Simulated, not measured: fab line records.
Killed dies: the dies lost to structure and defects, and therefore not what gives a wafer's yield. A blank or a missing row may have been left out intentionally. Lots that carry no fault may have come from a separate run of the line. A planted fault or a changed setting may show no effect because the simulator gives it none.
Code-filled problem report in 8D (eight disciplines) form :: flow n5-finfet :: the parts of the form that need people (team, actions taken, sign-off) are left out

## 1. THE PROBLEM
Mean of spin-speed-rpm at N5_BEOL_M5_COAT_22: 1537.9 rpm across 6 wafers in 2 lots; on wafers with no fault it is 1500.0 rpm (standard deviation 0.93). That puts it +41 standard deviations away from the usual mean.
The step: resist thk 30 nm.
First observed at day 13 02:04: wafer L680.3, on litho-track-03. The record has a number at this step for 18 wafers belonging to 6 lots. The rule behind "out" and "out of limits": a value lying over 4 standard deviations away from the usual mean. All remaining wafers that have a number are taken as sound.

## 2. WHAT IT IS, AND WHAT IT ISN'T
question: which readings at this step
is: spin-speed-rpm
is not: chill-plate-temp-C

question: which lots
is: L679, L680
is not: L673, L677, L686, L690

question: which wafers of those lots
is: all that have a number
is not: -

question: read on which tools
is: litho-track-03
is not: litho-track-02, litho-track-05

question: when
is: from day 13 02:04
is not: up to then (6 sound wafers); but 6 sound wafers of L686, L690 came after

## 3. THE SUSPECTS, EACH WITH WHAT RULES IT OUT
Counting: a tool stays on the suspect list if, at a process step up to the reading, it processed all lots that are out and no sound lot following the first of them.
- litho-track-03 at N5_BEOL_M5_COAT_22 (resist thk 30 nm): kept. It ran every lot that is out, first L680 (day 13 02:04), and no sound lot after that; its last sound lot up to then is L677 (day 10 10:51). On those wafers its own readings are out: spin-speed-rpm.
The count leaves litho-track-03 at N5_BEOL_M5_COAT_22.

## 4. THE CAUSE (what the simulator had put in)
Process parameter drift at N5_BEOL_M5_COAT_22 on litho-track-03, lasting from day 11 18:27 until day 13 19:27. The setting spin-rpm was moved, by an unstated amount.
The count eliminated every tool but this one.

## 5. THE CHAIN OF EFFECTS, in route order
One row per reading whose mean, taken over the struck wafers that have a number, lies over 3 standard deviations from the usual. Only readings whose record carries a usual standard deviation are examined. hours: median over the lots of the time between each lot's start at the first step of this table that gives one and its start at this step. sigmas: the change, counted in usual standard deviations.
hours: 0
step: N5_BEOL_M5_COAT_22
reading: spin-speed-rpm
usual: 1500.0 rpm
on struck wafers: 1537.9
change: +37.9
sigmas: +41
The process steps in it:
- N5_BEOL_M5_COAT_22: resist thk 30 nm.
Later steps that measure or inspect, where all struck wafers having a row at the step show a number for every such reading and not one has moved that far: N5_BEOL_M5_CD_MEAS_28, N5_BEOL_M5_OVL_MEAS_29, N5_BEOL_M5_INSPECT_30.

## 6. HOW IT WOULD HAVE BEEN CAUGHT EARLIER
The fault began at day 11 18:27; the first out-of-limits reading in this record came at day 13 02:04, 32 hours later.
